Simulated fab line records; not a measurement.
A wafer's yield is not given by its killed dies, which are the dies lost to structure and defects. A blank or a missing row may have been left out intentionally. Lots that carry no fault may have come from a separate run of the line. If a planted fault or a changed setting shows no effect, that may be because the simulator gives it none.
One fault through the eyes of 3 desks -- flow nandHarc -- every desk sees just its own numbers, and what lay behind them comes last

== THE METROLOGY DESK ==
Lot by lot, what the gauges showed, no matter which tool ran the lot: averages of those sampled wafers that carry a number. Marked OUT: a lot whose mean sits more than 4 standard deviations from the usual mean, which makes it out of limits; the brackets give that distance.
Columns: A = cdNm at NHARC_P_M0_CD_MEAS_09, usual 90.0 nm
lot,first seen here,A
L317,day 5 22:55,90.8
L318,day 6 11:30,88.7
L320,day 7 00:16,90.1
L323,day 7 01:13,89.2
L324,day 7 12:22,90.3
L328,day 9 00:57,89.8
L329,day 9 01:46,73.8 (-26) OUT
L332,day 9 17:31,90.0
L334,day 10 00:00,90.9
L333,day 10 00:56,90.6
L336,day 10 07:02,89.4
L337,day 10 18:54,90.8
L338,day 11 00:49,90.5
Finding of this desk: L329 out of limits; the first was L329 at day 9 01:46, on cdNm at NHARC_P_M0_CD_MEAS_09. Within limits: L317, L318, L320, L323, L324, L328, L332, L334, L333, L336, L337, L338.

== TOOL OWNER'S DESK, arfiScanner-03 ==
The tool's own readings at NHARC_P_M0_EXPOSE_06 (exposes mask P M0, target cd 90 nm): means of the sampled wafers that have a number, for each lot that ran on this tool. Marked OUT: a lot whose mean sits more than 4 standard deviations from the usual mean, which makes it out of limits; the brackets give that distance.
Columns: A = exposureDoseMJCm2 at NHARC_P_M0_EXPOSE_06, usual 81.28
lot,first seen here,A
L317,day 5 22:47,81.42
L318,day 6 11:22,81.33
L324,day 7 12:14,81.30
L329,day 9 01:37,84.69 (+43) OUT
Finding of this desk: L329 out of limits; the first was L329 at day 9 01:37, on exposureDoseMJCm2 at NHARC_P_M0_EXPOSE_06. Within limits: L317, L318, L324.

== THE DEFECT DESK ==
Counts from the inspections along the route, per lot, as means over the sampled wafers that have a number. Marked OUT: a lot whose mean sits more than 4 standard deviations from the usual mean, which makes it out of limits; the brackets give that distance.
Columns: A = rawDefectCount at NHARC_P_CONTACT_INSPECT_27, usual 320
lot,first seen here,A
L317,day 5 22:08,256
L318,day 6 10:31,305
L320,day 6 23:22,320
L323,day 7 00:18,252
L324,day 7 11:27,223
L328,day 9 00:02,195
L329,day 9 00:51,521
L332,day 9 16:35,241
L334,day 9 23:06,300
L333,day 10 00:02,553
L336,day 10 06:15,394
L337,day 10 18:00,306
L338,day 11 00:03,501
This desk found nothing out of limits on any of the 13 lots.

== ALL TOGETHER ==
On L329, at day 9 01:37, an alarm was possible from the tool owner's desk.
Metrology desk: alarm possible at day 9 01:46 on L329.
No out-of-limits result turned up at the defect desk.
The defect desk has L329 on record, within its limits.
Of the lots named, all ran NHARC_P_M0_EXPOSE_06 on arfiScanner-03.

== WHAT HAD BEEN PUT IN BY THE SIMULATOR ==
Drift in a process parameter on arfiScanner-03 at NHARC_P_M0_EXPOSE_06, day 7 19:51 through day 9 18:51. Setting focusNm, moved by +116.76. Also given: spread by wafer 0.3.
Lots struck among those shown: L329.
Time in hours from fault onset to the first out-of-limits reading at each desk: tool owner's desk 30, metrology desk 30.
